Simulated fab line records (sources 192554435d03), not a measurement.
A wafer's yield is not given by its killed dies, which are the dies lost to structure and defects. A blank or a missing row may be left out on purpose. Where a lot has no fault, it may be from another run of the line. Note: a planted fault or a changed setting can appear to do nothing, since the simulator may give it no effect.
Struck lot and sound lot, side by side + flow n5_finfet + 36 out of 1938 route steps
Sound: these wafers, L991.3, L991.5, L991.6. Wafers struck: L981.3, L981.4, L981.5. At the end, the cause is stated.
Order at every step that has rows: each side's tool, ch and its chambers, its first start. Under that, the readings that differ: sound wafers + struck wafers + difference of the means + sigmas: that difference in standard deviations of wafers without a fault.
alike: same words and numbers on both sides, and readings whose means sit less than 2 such deviations apart. not compared: any withheld reading, any reading some wafer has no value for, any bound like >300 that may hide the same value, and any number with overlapping values for which the record gives no deviation.
A row with sigmas, a row that says differs or no value, or rows on one side alone: a step with any of these is where the two part. When numbers do not overlap yet have no deviation, they are printed without sigmas and do not part them. A reading that every wafer of one side lacks parts them only if that side has two wafers or more.

first, 9 steps without rows for these wafers: N5_BEOL_M4_ANNEAL_95 (time 240 s); N5_BEOL_M4_SPUTTER_96 (material Cu, target thk 4.5 nm, time 8.29 s); N5_BEOL_M4_ECD_50 (material Cu, target thk 300 nm); N5_BEOL_M4_ANNEAL_51 (time 90 s); N5_BEOL_M4_CMP_52 (polishes, stops on SiOC, t overpolish 6.8 s, target thk 40 nm); N5_BEOL_M4_PRE_CLEAN_60 (time 15 s); N5_BEOL_M4_CO_CAP_55 (material Co, precursor CCTBA/H2, target thk 2 nm, time 102.1 s); N5_BEOL_M4_PRE_CLEAN_56 (time 15 s); N5_BEOL_M4_DEP_57 (deposits SiCN from 3MS/NH3, target thk 8 nm, time 14 s).
N5_BEOL_M4_RC_MEAS_101:
  sound on prober-02 ch 0, day 13 23:31; struck on prober-02 ch 0, day 11 10:02
  alike: DIBL_N, DIBL_P, IOFF_N, IOFF_P, ION_N, ION_P, SS_N, SS_P, VT_N, VT_P
then, 24 steps without rows for these wafers: N5_BEOL_M5_ILD_DEP_00 (deposits SiCOH lowk from DEMS/porogen, target thk 140.64 nm, time 25.9 s); N5_BEOL_M5_CURE_79 (cures SiCOH lowk, time 240 s); N5_BEOL_M5_PECVD_70 (deposits SiO2 from TEOS/O2, target thk 16 nm, time 18 s); N5_BEOL_M5_HM_DEP_02 (deposits TiN, target thk 20 nm); N5_BEOL_M5_COAT_59 (time 60 s, resist thk 60 nm); N5_BEOL_M5_COAT_60 (time 60 s, resist thk 12 nm); N5_BEOL_M5_COAT_71 (time 60 s, resist thk 5 nm); N5_BEOL_M5_COAT_05 (resist thk 30 nm); N5_BEOL_M5_EBR_07; N5_BEOL_M5_SOFTBAKE_06 (time 60 s); N5_BEOL_M5_EXPOSE_08 (exposes mask M5, target cd 28 nm); N5_BEOL_M5_PEB_09 (peb time 60 s); N5_BEOL_M5_DEVELOP_10 (develop time 30 s); N5_BEOL_M5_DESCUM_16 (chemistry O2, time 7 s); N5_BEOL_M5_ETCH_72 (etches underlayer in N2/H2, target depth 6.5 nm, time 5.2 s); N5_BEOL_M5_ETCH_61 (etches SiARC in CF4, target depth 15.6 nm, time 26 s); N5_BEOL_M5_ETCH_62 (etches SOC in N2/H2, target depth 75 nm, overetch 15 nm, time 112.5 s); N5_BEOL_M5_STRIP_63 (strips in N2/H2); N5_BEOL_M5_STRIP_73 (strips in N2/H2); N5_BEOL_M5_STRIP_64 (strips in CF4); N5_BEOL_M5_HM_OPEN_17 (chemistry Cl2/BCl3, target TiN, target depth 20 nm, overetch 6 nm); N5_BEOL_M5_STRIP_19 (strips in O2); N5_BEOL_M5_COAT_65 (time 60 s, resist thk 60 nm); N5_BEOL_M5_COAT_66 (time 60 s, resist thk 12 nm).
N5_BEOL_M10_PECVD_70: deposits SiO2 from TEOS/O2, target thk 20 nm, time 22.7 s.
  sound on pecvd-01 ch 0,1, day 15 22:29; struck on pecvd-04 ch 0,1, day 13 07:33
  no value came back on the struck wafers for any of 6 readings (chamber_pressure_Torr (Torr), heater_power_outer_w (W) and others); on the sound wafers chamber_pressure_Torr (Torr) reads 5.501 5.501 5.509
-- record jumps: 2 days separate the struck wafers' starts on either side; left off in module BEOL_M10, taken up again in module PASSIVATION, whose first shown step is the route's number 1936 --
N5_PASSIVATION_PROBE_49:
  sound on prober-02 at day 18 16:06; struck on prober-02 at day 15 13:29
| reading                  | sound          | struck         | difference | sigmas |
|--------------------------|----------------|----------------|------------|--------|
| defect_limited_yield (%) | 93.1 91.4 92.5 | 63.7 61.2 62.9 | -29.7      | -25    |
| killed_at_M4_up          | 11 14 16       | 341 344 342    | +329       | +67    |
| killed_at_front_end      | 27 43 30       | 54 63 53       | +23        | +2     |
| killed_dies              | 81 102 88      | 428 458 438    | +351       | +25    |
| sort_bin_5_function (%)  | 4.2 5.5 4.2    | 32.7 33.7 33.1 | +28.5      | +35    |
| sort_n_pass              | 1099 1078 1092 | 752 722 742    | -351       | -25    |
| sort_yield_pct (%)       | 93.1 91.4 92.5 | 63.7 61.2 62.9 | -29.7      | -25    |
  alike: killed_at_M0_to_M3, killed_at_contacts, killed_at_other, killed_open, killed_short, sort_bin_6_memory

## WHERE THEY PART
At N5_BEOL_M10_PECVD_70 first; at N5_PASSIVATION_PROBE_49 last (within this record only).

WHY: whatever the simulator had introduced
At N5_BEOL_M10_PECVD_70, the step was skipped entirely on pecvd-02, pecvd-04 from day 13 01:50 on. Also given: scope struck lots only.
